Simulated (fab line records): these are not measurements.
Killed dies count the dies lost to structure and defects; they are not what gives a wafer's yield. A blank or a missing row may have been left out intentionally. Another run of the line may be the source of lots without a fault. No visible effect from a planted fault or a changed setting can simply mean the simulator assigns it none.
Matching of chambers -- flow n5-finfet -- cmp-01 running N5_BEOL_M15_CMP_49: 4 sister chambers
The step polishes, stops on SiO2, t overpolish 4.9 s, target thk 850 nm. 4 wafers are shown with their chamber, then 7 later ones without.

== WAFERS WITH THEIR CHAMBER ==
wafer,chamber,motor-current-A (A)
L081.1,3,8.3
L089.2,1,7.8
L092.1,2,7.7
L092.2,0,8.7

== WAFERS WITHOUT THEIR CHAMBER ==
wafer,motor-current-A (A)
L092.4,8.1
L095.2,7.9
L095.5,7.9
L095.6,8.0
L094.1,7.8
L094.3,8.1
L094.4,8.2

== WHICH CHAMBER EACH WENT THROUGH ==
wafer,from the rows above,in truth
L092.4,can't be placed: 3 or 1 or 2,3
L095.2,can't be placed: 1 or 2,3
L095.5,can't be placed: 1 or 2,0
L095.6,can't be placed: 1 or 2 or 3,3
L094.1,can't be placed: 1 or 2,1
L094.3,can't be placed: 3 or 1 or 2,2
L094.4,3,3
1 of 7 placed correctly. Can't be placed from these rows: 6 (the true chamber is among the candidates in 4). Wrongly placed: 0.
How it was worked out, from the rows above alone: a wafer's distance from a chamber is the root of the sum, over the readings, of the square of ((its reading less the chamber's mean) divided by the reading's scatter). If the next closest chamber is less than 2 further off than the closest, the wafer can't be placed; otherwise it belongs to the closest. A chamber's mean is the mean of its shown wafers. The scatter (one wafer shown for each chamber): square how far every hidden wafer sits from the nearest shown wafer, average those squares and take the square root.
